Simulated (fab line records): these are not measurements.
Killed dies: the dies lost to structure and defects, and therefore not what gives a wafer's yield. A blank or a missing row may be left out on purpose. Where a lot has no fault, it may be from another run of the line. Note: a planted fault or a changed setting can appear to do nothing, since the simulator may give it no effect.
A struck lot beside a sound one + flow nand harc + 14 steps out of a route of 1159
Sound: these wafers, L408.2, L408.4, L408.6. Struck: wafers L419.2, L419.4, L419.5. The cause comes at the end.
Each step with rows lists, per side, the tool, then ch with its chambers, then its first start. Under that, the readings that differ: sound wafers + struck wafers + difference of the means + sigmas: that difference in standard deviations of wafers without a fault.
alike: same words and numbers on both sides, and readings whose means sit less than 2 such deviations apart. not compared: any withheld reading, any reading some wafer has no value for, any bound like >300 that may hide the same value, and any number with overlapping values for which the record gives no deviation.
A row with sigmas, a row that says differs or no value, or rows on one side alone: a step with any of these is where the two part. Numbers that have no deviation but don't overlap get no sigmas and don't part them. A reading missing from all wafers of one side parts the sides only when that side holds two or more wafers.

NHARC_A_CONTACT_ETCH_49: etches the open film in N2/H2, target depth 260 nm, time 475.3 s.
  sound: rie diel-08 ch 0,1; struck: rie diel-05 ch 0,2
  alike: bias w, chamber pressure mTorr, drypump motor current A, oes product au, rf vpp V, showerhead plenum p Torr, throttle valve pct
  not compared: rf hours counter h
then, 1 step without rows for these wafers: NHARC_A_CONTACT_ETCH_50 (etches the open film in CF4/CHF3, target depth 84.7 nm, time 42.4 s).
NHARC_A_CONTACT_ETCH_51: etches the open film in O2/COS, target depth 3600 nm, time 936 s.
  sound: rie diel-08 ch 0,2; struck: rie diel-05 ch 0,2
  alike: bias w, chamber pressure mTorr, drypump motor current A, oes product au, rf vpp V, showerhead plenum p Torr, throttle valve pct
  not compared: rf hours counter h
then, 1 step without rows for these wafers: NHARC_A_CONTACT_ETCH_111 (etches the open film in C4F8/O2/Ar, time 140 s, target depth 700 nm).
NHARC_A_CONTACT_ETCH_112: etches the open film in C4F8/O2/Ar, time 94 s, target depth 922 nm.
  sound on har cap etch-03 ch 0,1, day 18 22:34; struck on har cap etch-03 ch 0,1, day 21 00:25
  alike: chamber pressure mTorr, oes air line au
  not compared: rf hours counter h
then, 3 steps without rows for these wafers: NHARC_A_CONTACT_ETCH_113 (etches the open film in C4F8/O2/Ar, time 94 s, target depth 922 nm); NHARC_A_CONTACT_ETCH_114 (etches the open film in C4F8/O2/Ar, time 94 s, target depth 922 nm); NHARC_A_CONTACT_ETCH_115 (etches the open film in C4F8/O2/Ar, time 94 s, target depth 922 nm).
NHARC_A_CONTACT_ETCH_116: etches the open film in C4F8/O2/Ar, time 94 s, target depth 922 nm.
  sound on har cap etch-03 ch 0,1, day 18 22:55; struck on har cap etch-03 ch 0,1, day 21 00:47
  alike: chamber pressure mTorr, oes air line au
  not compared: rf hours counter h
NHARC_A_CONTACT_ETCH_117: etches the open film in C4F8/O2/Ar, time 94 s, target depth 922 nm.
  sound on har cap etch-03 ch 0,1, day 18 23:01; struck on har cap etch-03 ch 0,1, day 21 00:52
  alike: chamber pressure mTorr, oes air line au
  not compared: rf hours counter h
then, 2 steps without rows for these wafers: NHARC_A_CONTACT_ETCH_118 (etches the open film in C4F8/O2/Ar, time 94 s, target depth 922 nm); NHARC_A_CONTACT_ETCH_119 (etches the open film in C4F8/O2/Ar, time 94 s, target depth 922 nm).
NHARC_A_CONTACT_ETCH_120: etches the open film in C4F8/O2/Ar, time 94 s, target depth 922 nm.
  sound on har cap etch-03 ch 0,1, day 18 23:17; struck on har cap etch-03 ch 0,1, day 21 01:09
  no value came back on the struck wafers for chamber pressure mTorr (mTorr), oes air line au (a.u.); on the sound wafers chamber pressure mTorr (mTorr) reads 19.969 20.020 19.995
  not compared: rf hours counter h
then, 1 step without rows for these wafers: NHARC_A_CONTACT_ETCH_121 (etches the open film in C4F8/O2/Ar, time 94 s, target depth 922 nm).

== WHERE THEY PART ==
NHARC_A_CONTACT_ETCH_120 only, going by this record.

WHY: what had been put in by the simulator
Skipped step whole: har cap etch-03, from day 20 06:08 on, at NHARC_A_CONTACT_ETCH_120. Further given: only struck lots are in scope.
